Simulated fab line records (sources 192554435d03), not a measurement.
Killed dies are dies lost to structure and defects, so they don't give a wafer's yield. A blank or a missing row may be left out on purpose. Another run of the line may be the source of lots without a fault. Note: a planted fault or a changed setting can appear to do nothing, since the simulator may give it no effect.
Which tool did it? | flow n5-finfet | Sampling: 11 lots, 31 wafers, 2 of 1938 route steps

== WHAT THE GAUGES SHOWED, per wafer ==
N5_BEOL_M6_OVL_MEAS_12. Usual: M6_OVL gives 0.1 nm (standard deviation 0.79).
lot  | measured     | on         | M6_OVL (nm)    | flag
L182 | day 9 16:10  | overlay-02 | -0.9 0.4 0.6   |
L186 | day 11 16:14 | overlay-02 | -0.7 0.8 -1.3  |
L187 | day 12 13:40 | overlay-01 | 0.6 0.1 0.1    |
L189 | day 12 21:01 | overlay-01 | 0.9 1.6 1.9    |
L190 | day 13 03:43 | overlay-01 | 1.5 1.7 0.6    |
L193 | day 14 03:24 | overlay-02 | -0.2 0.0 0.1   |
L194 | day 14 08:13 | overlay-02 | -2.2 -1.5 -0.7 |
L184 | day 14 14:19 | overlay-02 | -0.4 0.2 -0.1  |
L200 | day 15 19:51 | overlay-01 | -0.7 -0.3      |
L202 | day 15 19:55 | overlay-02 | -0.1 -0.2      |
L205 | day 16 05:30 | overlay-02 | 0.1 0.5 -1.1   |

== WHAT TOOL EACH LOT RAN ON (gives the tool, then ch and the chambers of the sampled wafers, and finally the start) ==
lot  | N5_BEOL_M5_DEP_56
L182 | pecvd-01 ch 0,1, day 9 13:03
L186 | pecvd-04 ch 0,1, day 11 14:32
L187 | pecvd-04 ch 0,1,2, day 12 11:48
L189 | pecvd-03 ch 0,1,2, day 12 19:25
L190 | pecvd-04 ch 0,1, day 13 01:26
L193 | pecvd-01 ch 0,1,2, day 13 22:39
L194 | pecvd-01 ch 0,1,2, day 14 06:19
L184 | pecvd-03 ch 0,1,2, day 14 10:54
L200 | pecvd-03 ch 1,2, day 15 17:49
L202 | pecvd-01 ch 0,2, day 15 17:55
L205 | pecvd-03 ch 0,1, day 16 03:02
- N5_BEOL_M5_DEP_56: deposits SiCN from 3MS/NH3, target thk 8 nm, time 14 s.

== AS READ BY THE TOOLS THEMSELVES (means over the sampled wafers that have a number; for cases with no such wafer, the mark the record gives instead) ==
N5_BEOL_M5_DEP_56. Usual: rf-fwd-power-W 199.8 W, standard deviation 0.77; showerhead-plenum-p-Torr 3.664 Torr, standard deviation 0.012; throttle-valve-pct 9.0 %, standard deviation 0.57.
lot  | tool     | rf-fwd-power-W (W) | showerhead-plenum-p-Torr (Torr) | throttle-valve-pct (%) | flag
L182 | pecvd-01 | 200.7              | 3.660                           | 8.6                    |
L186 | pecvd-04 | 199.8              | 3.660                           | 9.4                    |
L187 | pecvd-04 | 199.2              | 3.670                           | 9.5                    |
L189 | pecvd-03 | 199.3              | 3.662                           | 9.0                    |
L190 | pecvd-04 | 199.7              | 3.665                           | 9.4                    |
L193 | pecvd-01 | 200.4              | 3.658                           | 8.6                    |
L194 | pecvd-01 | 200.1              | 3.661                           | 8.7                    |
L184 | pecvd-03 | 199.1              | 3.666                           | 9.0                    |
L200 | pecvd-03 | 199.1              | 3.670                           | 8.8                    |
L202 | pecvd-01 | 201.1              | 3.655                           | 9.0                    |
L205 | pecvd-03 | 199.8              | 3.665                           | 9.2                    |

== THE ANSWER, worked out from the rows above alone ==
Rule: take the mean of a lot's wafers that have a number; if it is more than 3 standard deviations from the usual mean, the lot is off. Also off: a lot with no number at a reading for which 4 or more lots have one. Where the step has rows for the other lots, those lots are counted as sound. First the gauges in route order, then the tools' own readings, where a lot's mean is used as printed above. The first step at which some lot is off is used, and at that step the reading that is off furthest; a lot without a number counts as furthest.
None of the lots is off at any reading shown; this tells nothing.

== WHAT HAD BEEN PUT IN BY THE SIMULATOR ==
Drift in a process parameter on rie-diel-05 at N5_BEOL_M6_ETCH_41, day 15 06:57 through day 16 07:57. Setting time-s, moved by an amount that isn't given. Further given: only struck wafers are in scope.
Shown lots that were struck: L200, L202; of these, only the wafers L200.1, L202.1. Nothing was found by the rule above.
